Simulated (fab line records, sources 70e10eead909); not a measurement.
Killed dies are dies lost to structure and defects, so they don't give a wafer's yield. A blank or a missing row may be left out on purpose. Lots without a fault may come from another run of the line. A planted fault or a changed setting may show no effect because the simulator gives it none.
A struck lot beside a sound one | flow nand_harc | 15 steps out of a route of 1159
Sound: wafers L976.2, L976.3, L976.4. Struck: wafer L989.5. (L989.3, L989.4 of the same lot were not struck and are left out.) The cause comes at the end.
At each step with rows: each side's tool, then ch and its chambers, then its first start. Under that, the readings that differ: sound wafers | struck wafers | difference of the means | sigmas: that difference in standard deviations of wafers without a fault.
alike: readings whose means differ by less than 2 such deviations, and words and numbers that are the same on both sides. not compared: withheld readings, readings that some wafer has no value for, bounds like >300 that may hide the same value, and numbers for which the record gives no deviation and whose values overlap.
The two part at a step that has a row with sigmas, a row that says differs or no value, or rows on one side only. Numbers that don't overlap but have no deviation are shown without sigmas and don't part them. A reading that every wafer of one side lacks parts them only if that side has two wafers or more.

first, 1 step without rows for these wafers: NHARC_A_ONON_D1_DEP_03 (target thk 1000 nm).
NHARC_A_ONON_D1_THK_MEAS_05: measures by ellipsometry.
  sound on film_metro-01, day 10 03:22; struck on film_metro-01, day 11 03:04
  alike: thk_nm
then, 1 step without rows for these wafers: NHARC_A_ONON_D1_DEP_06 (target thk 1000 nm).
NHARC_A_ONON_D1_THK_MEAS_08: measures by ellipsometry.
  sound on film_metro-01, day 10 04:02; struck on film_metro-02, day 11 04:08
  alike: thk_nm
then, 1 step without rows for these wafers: NHARC_A_ONON_D1_DEP_09 (target thk 1000 nm).
NHARC_A_ONON_D1_THK_MEAS_11: measures by ellipsometry.
  sound on film_metro-01, day 10 05:06; struck on film_metro-02, day 11 05:31
  alike: thk_nm
then, 1 step without rows for these wafers: NHARC_A_ONON_D1_DEP_12 (target thk 1000 nm).
NHARC_A_ONON_D1_THK_MEAS_14: measures by ellipsometry.
  sound on film_metro-01, day 10 06:10; struck on film_metro-01, day 11 06:14
  alike: thk_nm
then, 2 steps without rows for these wafers: NHARC_A_ONON_D1_ANNEAL_15 (time 3600 s); NHARC_A_ONON_D1_DEP_16 (target thk 1000 nm).
NHARC_A_ONON_D1_THK_MEAS_18: measures by ellipsometry.
  sound on film_metro-01, day 10 13:36; struck on film_metro-01, day 11 13:22
  alike: thk_nm
NHARC_A_ONON_D1_DEP_19: target thk 1000 nm.
  sound on pecvd_onon-03 ch 0, day 10 14:11; struck on pecvd_onon-03 ch 0, day 11 13:32
NHARC_A_ONON_D1_THK_MEAS_21: measures by ellipsometry.
  sound on film_metro-02, day 10 14:38; struck on film_metro-01, day 11 13:55
  reading     | sound         | struck | difference | sigmas
  thk_nm (nm) | 1001 999 1001 | 1571   | +571       | +52
then, 1 step without rows for these wafers: NHARC_A_ONON_D1_DEP_22 (target thk 1000 nm).
-- the record jumps here: 15 days lie between the struck wafers' starts before and after (it left off in module A_ONON_D1 and takes up again in module END, whose first step shown is number 1159 of the route) --
NHARC_END_SORT_01:
  the record has rows for the struck wafers here (prober-02 ch 0, day 26 18:30) and none for the sound ones

WHERE THEY PART
First at NHARC_A_ONON_D1_THK_MEAS_21; last, within this record, at NHARC_END_SORT_01.

WHY: what the simulator had put in
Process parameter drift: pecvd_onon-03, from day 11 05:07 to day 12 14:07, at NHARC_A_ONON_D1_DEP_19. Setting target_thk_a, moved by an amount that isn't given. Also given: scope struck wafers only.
